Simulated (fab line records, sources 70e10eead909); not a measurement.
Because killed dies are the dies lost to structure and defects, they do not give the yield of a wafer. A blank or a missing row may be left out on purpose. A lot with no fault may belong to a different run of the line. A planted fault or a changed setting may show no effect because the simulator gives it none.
Which tool did it? ; flow nand harc ; 15 lots, 45 wafers sampled, at 4 steps of a route of 1302

## WHAT THE GAUGES READ, wafer by wafer
NHARC_A_CHANNEL_HOLE_D2_OVL_MEAS_11. Usual: overlay x nm 0.1 nm, standard deviation 1.1; overlay y nm -0.1 nm, standard deviation 0.86.
lot;measured;on;overlay x nm (nm);overlay y nm (nm);flag
L321;day 13 10:41;overlay-02;-1.7 -2.2 -1.7;-0.7 -0.2 -0.3;
L323;day 14 05:59;overlay-02;1.0 0.8 1.2;0.5 0.2 0.8;
L325;day 14 20:51;overlay-02;0.3 0.0 0.0;-1.4 -1.6 -1.8;
L324;day 14 21:27;overlay-01;-1.3 -2.1 -2.1;1.5 0.5 1.0;
L326;day 15 17:44;overlay-01;-0.2 0.4 0.7;-1.4 -2.3 -1.5;
L329;day 16 16:36;overlay-01;0.1 -0.2 -0.2;0.1 0.9 0.3;
L330;day 17 11:10;overlay-01;1.1 1.8 0.3;0.4 0.2 0.0;
L331;day 17 13:01;overlay-02;1.5 0.5 0.2;0.7 0.7 0.3;
L332;day 17 14:14;overlay-02;-1.2 -1.7 -1.7;-0.2 -0.6 -0.4;
L342;day 21 22:53;overlay-01;2.4 2.6 2.1;0.6 1.4 0.9;
L343;day 22 05:48;overlay-01;0.5 0.0 0.3;-0.1 -1.1 -0.2;
L344;day 22 20:07;overlay-02;0.1 -0.8 -0.3;1.0 1.1 1.2;

## TOOL THAT RAN EACH LOT (tool first, then ch and the chambers of the sampled wafers, then the start)
lot;NHARC_A_CHANNEL_HOLE_D1_ETCH_25;NHARC_A_ONON_D2_ANNEAL_15;NHARC_A_CHANNEL_HOLE_D2_DEP_01
L321;har etch-01 ch 1, day 9 06:04;furnace-06 ch 0, day 13 00:47;pecvd-03 ch 0,1, day 13 09:56
L323;har etch-02 ch 0, day 9 16:33;furnace-04 ch 0, day 13 19:07;pecvd-03 ch 0,2, day 14 05:17
L325;har etch-01 ch 0,1, day 10 04:22;furnace-06 ch 0, day 14 10:56;pecvd-02 ch 0,1, day 14 20:08
L324;har etch-02 ch 0, day 10 09:23;furnace-06 ch 0, day 14 10:56;pecvd-03 ch 0,2, day 14 20:38
L326;har etch-02 ch 0,1, day 11 03:33;furnace-06 ch 0, day 15 07:32;pecvd-03 ch 0,1,2, day 15 16:50
L329;har etch-01 ch 0,1, day 12 04:21;furnace-06 ch 0, day 16 06:41;pecvd-02 ch 0,1, day 16 15:47
L330;har etch-02 ch 0,1, day 12 19:29;furnace-08 ch 0, day 16 21:20;pecvd-02 ch 0,1, day 17 10:21
L331;har etch-01 ch 0,1, day 13 02:17;furnace-06 ch 0, day 17 01:39;pecvd-02 ch 0,1, day 17 12:22
L332;har etch-02 ch 0,1, day 13 07:06;furnace-06 ch 0, day 17 01:39;pecvd-01 ch 0,2, day 17 13:32
L337;har etch-02 ch 0,1, day 15 11:17;furnace-06, day 19 06:58;-
L338;har etch-01 ch 0,1, day 15 20:42;furnace-08, day 19 22:17;-
L339;har etch-02 ch 0,1, day 16 02:25;furnace-08, day 19 22:17;-
L342;har etch-01 ch 0,1, day 17 09:38;furnace-06 ch 0, day 21 10:44;pecvd-02 ch 0,1,2, day 21 22:05
L343;har etch-01 ch 0,1, day 17 21:47;furnace-06 ch 0, day 21 17:34;pecvd-01 ch 1,2, day 22 05:07
L344;har etch-02 ch 0,1, day 18 11:13;furnace-04 ch 0, day 22 08:36;pecvd-02 ch 0,1,2, day 22 19:22
- NHARC_A_CHANNEL_HOLE_D1_ETCH_25: etches the open film in C4F8/O2/Ar, time 1040.2 s, target depth 1500 nm.
- NHARC_A_ONON_D2_ANNEAL_15: time 3600 s.
- NHARC_A_CHANNEL_HOLE_D2_DEP_01: deposits SiON, target thk 140 nm.

## WHAT THE TOOLS THEMSELVES READ (means of the sampled wafers that have a number; where no wafer has one, the mark that the record gives instead)
NHARC_A_CHANNEL_HOLE_D1_ETCH_25. Usual: drypump motor current A 6.1 A, standard deviation 0.52; showerhead plenum p Torr 3.60 Torr, standard deviation 0.12; throttle valve pct 32.236 %, standard deviation 0.0094.
lot;tool;drypump motor current A (A);showerhead plenum p Torr (Torr);throttle valve pct (%);flag
L321;har etch-01;6.6;3.73;32.246;
L323;har etch-02;5.3;3.55;32.241;
L325;har etch-01;6.5;3.62;32.230;
L324;har etch-02;5.3;3.55;32.246;
L326;har etch-02;5.8;3.53;32.239;
L329;har etch-01;6.5;3.61;32.239;
L330;har etch-02;5.8;3.52;32.237;
L331;har etch-01;6.5;3.60;32.230;
L332;har etch-02;5.8;3.52;32.236;
L337;har etch-02;5.8;3.50;32.234;
L338;har etch-01;6.5;3.58;32.230;
L339;har etch-02;5.8;3.50;32.238;
L342;har etch-01;6.5;3.61;32.227;
L343;har etch-01;6.5;3.56;32.239;
L344;har etch-02;5.8;3.92;32.239;

NHARC_A_ONON_D2_ANNEAL_15. Usual: run length s 3621 s, standard deviation 8.6; spike tc bottom C 768.7 C, standard deviation 2.6; zone power top pct 25.9 %, standard deviation 1.1.
lot;tool;run length s (s);spike tc bottom C (C);zone power top pct (%);flag
L321;furnace-06;3626;770.1;25.5;
L323;furnace-04;3608;762.9;24.6;
L325;furnace-06;3623;770.5;25.5;
L324;furnace-06;3617;770.6;25.6;
L326;furnace-06;3632;769.8;25.8;
L329;furnace-06;3619;770.4;25.6;
L330;furnace-08;3626;770.2;28.1;
L331;furnace-06;3618;771.3;25.8;
L332;furnace-06;3620;769.5;25.7;
L337;furnace-06;-;-;-;OFF
L338;furnace-08;-;-;-;OFF
L339;furnace-08;-;-;-;OFF
L342;furnace-06;3632;769.2;25.6;
L343;furnace-06;3620;769.5;25.5;
L344;furnace-04;3609;763.2;24.5;

NHARC_A_CHANNEL_HOLE_D2_DEP_01. Usual: heater power w at 701 W, with a standard deviation of 85.
lot;tool;heater power w (W);flag
L321;pecvd-03;711;
L323;pecvd-03;771;
L325;pecvd-02;784;
L324;pecvd-03;760;
L326;pecvd-03;752;
L329;pecvd-02;692;
L330;pecvd-02;769;
L331;pecvd-02;775;
L332;pecvd-01;713;
L342;pecvd-02;659;
L343;pecvd-01;682;
L344;pecvd-02;648;

## THE ANSWER, worked out from the rows above alone
Rule: a lot counts as off when the mean over its wafers that have a number is more than 3 standard deviations away from the usual mean. Also off: a lot with no number at a reading for which 4 or more lots have one. Where the step has rows for the other lots, those lots are counted as sound. After the gauges, taken in route order, come the tools' own readings; for these a lot's mean is taken, as printed above. The first step at which some lot is off is used, and at that step the reading that is off furthest; a lot without a number counts as furthest.
Off at NHARC_A_ONON_D2_ANNEAL_15 (run length s): L337, L338, L339. Without a number there: L337, L338, L339.
A tool fits if, at that step or a process step before it, it ran every lot that is off, and no sound lot after the first of them. None of those tried fits.

## WHAT WAS PUT IN BY THE SIMULATOR
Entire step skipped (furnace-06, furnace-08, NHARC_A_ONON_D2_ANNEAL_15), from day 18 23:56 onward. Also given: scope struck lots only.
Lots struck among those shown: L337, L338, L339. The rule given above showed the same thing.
